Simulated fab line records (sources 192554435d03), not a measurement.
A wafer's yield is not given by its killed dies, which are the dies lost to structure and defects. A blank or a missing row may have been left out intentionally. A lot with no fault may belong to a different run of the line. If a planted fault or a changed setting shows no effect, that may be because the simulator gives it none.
Which tool is to blame? || flow n5_finfet || 12 lots, 36 wafers sampled, at 3 steps of a route of 1938

## WHAT EACH GAUGE READ, for each wafer
N5_MIM_TOP_LITHO_OVL_MEAS_11. Usual: MIM_TOP_OVL 1 nm, standard deviation 6.1.
{"lot": "L449", "measured": "day 12 11:34", "on": "overlay-02", "MIM_TOP_OVL (nm)": "1 4 0", "flag": ""}
{"lot": "L452", "measured": "day 12 12:59", "on": "overlay-02", "MIM_TOP_OVL (nm)": "5 6 4", "flag": ""}
{"lot": "L453", "measured": "day 12 18:17", "on": "overlay-01", "MIM_TOP_OVL (nm)": "-1 1 -1", "flag": ""}
{"lot": "L455", "measured": "day 13 10:29", "on": "overlay-01", "MIM_TOP_OVL (nm)": "-3 3 -3", "flag": ""}
{"lot": "L456", "measured": "day 13 03:28", "on": "overlay-02", "MIM_TOP_OVL (nm)": "-2 4 -1", "flag": ""}
{"lot": "L460", "measured": "day 14 20:34", "on": "overlay-01", "MIM_TOP_OVL (nm)": "-10 -2 -8", "flag": ""}
{"lot": "L461", "measured": "day 15 00:52", "on": "overlay-02", "MIM_TOP_OVL (nm)": "5 13 9", "flag": ""}
{"lot": "L462", "measured": "day 15 07:39", "on": "overlay-02", "MIM_TOP_OVL (nm)": "-4 3 -1", "flag": ""}
{"lot": "L464", "measured": "day 16 07:18", "on": "overlay-02", "MIM_TOP_OVL (nm)": "6 -3 0", "flag": ""}
{"lot": "L465", "measured": "day 16 21:16", "on": "overlay-02", "MIM_TOP_OVL (nm)": "10 3 12", "flag": ""}
{"lot": "L466", "measured": "day 16 11:44", "on": "overlay-01", "MIM_TOP_OVL (nm)": "2 1 -5", "flag": ""}
{"lot": "L467", "measured": "day 17 04:41", "on": "overlay-01", "MIM_TOP_OVL (nm)": "-7 3 -2", "flag": ""}

## EACH LOT AND THE TOOL THAT RAN IT (in order: tool; ch and the chambers of the sampled wafers; start)
{"lot": "L449", "N5_BEOL_M0_CO_CAP_123": "cvd_co-02 ch 1,2, day 6 14:02", "N5_MIM_TOP_ALD_02": "ald_hk-03 ch 0,1,2, day 12 11:34 or earlier"}
{"lot": "L452", "N5_BEOL_M0_CO_CAP_123": "cvd_co-01 ch 0,2, day 7 06:07", "N5_MIM_TOP_ALD_02": "ald_hk-02 ch 0,1,3, day 12 12:59 or earlier"}
{"lot": "L453", "N5_BEOL_M0_CO_CAP_123": "cvd_co-01 ch 0,1,2, day 7 10:08", "N5_MIM_TOP_ALD_02": "ald_hk-01 ch 0,1,3, day 12 18:17 or earlier"}
{"lot": "L455", "N5_BEOL_M0_CO_CAP_123": "cvd_co-01 ch 0,1,2, day 7 21:35", "N5_MIM_TOP_ALD_02": "ald_hk-03 ch 0,2,3, day 13 10:29 or earlier"}
{"lot": "L456", "N5_BEOL_M0_CO_CAP_123": "cvd_co-02 ch 0,1,2, day 8 03:52", "N5_MIM_TOP_ALD_02": "ald_hk-03 ch 0,2,3, day 13 03:28 or earlier"}
{"lot": "L460", "N5_BEOL_M0_CO_CAP_123": "cvd_co-01 ch 0,2, day 9 04:27", "N5_MIM_TOP_ALD_02": "ald_hk-03 ch 0,2,3, day 14 20:34 or earlier"}
{"lot": "L461", "N5_BEOL_M0_CO_CAP_123": "cvd_co-01 ch 0,1,2, day 9 09:50", "N5_MIM_TOP_ALD_02": "ald_hk-03 ch 0,3, day 15 00:52 or earlier"}
{"lot": "L462", "N5_BEOL_M0_CO_CAP_123": "cvd_co-02 ch 0,1,2, day 9 18:40", "N5_MIM_TOP_ALD_02": "ald_hk-01 ch 0,2,3, day 15 07:39 or earlier"}
{"lot": "L464", "N5_BEOL_M0_CO_CAP_123": "cvd_co-02 ch 0,1,2, day 10 08:17", "N5_MIM_TOP_ALD_02": "ald_hk-03 ch 1,2,3, day 16 07:18 or earlier"}
{"lot": "L465", "N5_BEOL_M0_CO_CAP_123": "cvd_co-01 ch 0,1,2, day 10 12:52", "N5_MIM_TOP_ALD_02": "ald_hk-03 ch 1,2, day 16 21:16 or earlier"}
{"lot": "L466", "N5_BEOL_M0_CO_CAP_123": "cvd_co-01 ch 1,2, day 10 16:22", "N5_MIM_TOP_ALD_02": "ald_hk-01 ch 0,1,3, day 16 11:44 or earlier"}
{"lot": "L467", "N5_BEOL_M0_CO_CAP_123": "cvd_co-01 ch 0,2, day 11 07:31", "N5_MIM_TOP_ALD_02": "ald_hk-03 ch 0,1,2, day 17 04:41 or earlier"}
- N5_BEOL_M0_CO_CAP_123: material Co, precursor CCTBA/H2, target thk 2 nm, time 102.1 s.
- N5_MIM_TOP_ALD_02: deposits Al2O3, purge time 3 s, co reactant pulse time 3 s.

## WHAT THE TOOLS THEMSELVES READ (means of the sampled wafers that have a number; where no wafer has one, the mark that the record gives instead)
N5_BEOL_M0_CO_CAP_123. Usual: heater_power_w reads 224 W (standard deviation 19).
{"lot": "L449", "tool": "cvd_co-02", "heater_power_w (W)": 238, "flag": ""}
{"lot": "L452", "tool": "cvd_co-01", "heater_power_w (W)": 234, "flag": ""}
{"lot": "L453", "tool": "cvd_co-01", "heater_power_w (W)": 230, "flag": ""}
{"lot": "L455", "tool": "cvd_co-01", "heater_power_w (W)": 226, "flag": ""}
{"lot": "L456", "tool": "cvd_co-02", "heater_power_w (W)": 221, "flag": ""}
{"lot": "L460", "tool": "cvd_co-01", "heater_power_w (W)": 234, "flag": ""}
{"lot": "L461", "tool": "cvd_co-01", "heater_power_w (W)": 229, "flag": ""}
{"lot": "L462", "tool": "cvd_co-02", "heater_power_w (W)": 218, "flag": ""}
{"lot": "L464", "tool": "cvd_co-02", "heater_power_w (W)": 221, "flag": ""}
{"lot": "L465", "tool": "cvd_co-01", "heater_power_w (W)": 227, "flag": ""}
{"lot": "L466", "tool": "cvd_co-01", "heater_power_w (W)": 217, "flag": ""}
{"lot": "L467", "tool": "cvd_co-01", "heater_power_w (W)": 238, "flag": ""}

N5_MIM_TOP_ALD_02. Usual: precursor_pulse_height_rel reads 1.002 (standard deviation 0.021).
{"lot": "L449", "tool": "ald_hk-03", "precursor_pulse_height_rel": 0.982, "flag": ""}
{"lot": "L452", "tool": "ald_hk-02", "precursor_pulse_height_rel": 1.013, "flag": ""}
{"lot": "L453", "tool": "ald_hk-01", "precursor_pulse_height_rel": 0.992, "flag": ""}
{"lot": "L455", "tool": "ald_hk-03", "precursor_pulse_height_rel": 1.002, "flag": ""}
{"lot": "L456", "tool": "ald_hk-03", "precursor_pulse_height_rel": 1.011, "flag": ""}
{"lot": "L460", "tool": "ald_hk-03", "precursor_pulse_height_rel": 0.995, "flag": ""}
{"lot": "L461", "tool": "ald_hk-03", "precursor_pulse_height_rel": 0.994, "flag": ""}
{"lot": "L462", "tool": "ald_hk-01", "precursor_pulse_height_rel": 1.013, "flag": ""}
{"lot": "L464", "tool": "ald_hk-03", "precursor_pulse_height_rel": 0.998, "flag": ""}
{"lot": "L465", "tool": "ald_hk-03", "precursor_pulse_height_rel": 0.998, "flag": ""}
{"lot": "L466", "tool": "ald_hk-01", "precursor_pulse_height_rel": 1.000, "flag": ""}
{"lot": "L467", "tool": "ald_hk-03", "precursor_pulse_height_rel": 1.018, "flag": ""}

## THE ANSWER, worked out from the rows above alone
Rule: a lot is off if the mean of its wafers that have a number lies more than 3 standard deviations from the usual mean. Also off: a lot with no number at a reading for which 4 or more lots have one. Where the step has rows for the other lots, those lots are counted as sound. First the gauges in route order, then the tools' own readings, where a lot's mean is used as printed above. The first step at which some lot is off is used, and at that step the reading that is off furthest; a lot without a number counts as furthest.
Nothing can be told from this: no lot is off at any reading shown.

## WHAT THE SIMULATOR HAD INSERTED
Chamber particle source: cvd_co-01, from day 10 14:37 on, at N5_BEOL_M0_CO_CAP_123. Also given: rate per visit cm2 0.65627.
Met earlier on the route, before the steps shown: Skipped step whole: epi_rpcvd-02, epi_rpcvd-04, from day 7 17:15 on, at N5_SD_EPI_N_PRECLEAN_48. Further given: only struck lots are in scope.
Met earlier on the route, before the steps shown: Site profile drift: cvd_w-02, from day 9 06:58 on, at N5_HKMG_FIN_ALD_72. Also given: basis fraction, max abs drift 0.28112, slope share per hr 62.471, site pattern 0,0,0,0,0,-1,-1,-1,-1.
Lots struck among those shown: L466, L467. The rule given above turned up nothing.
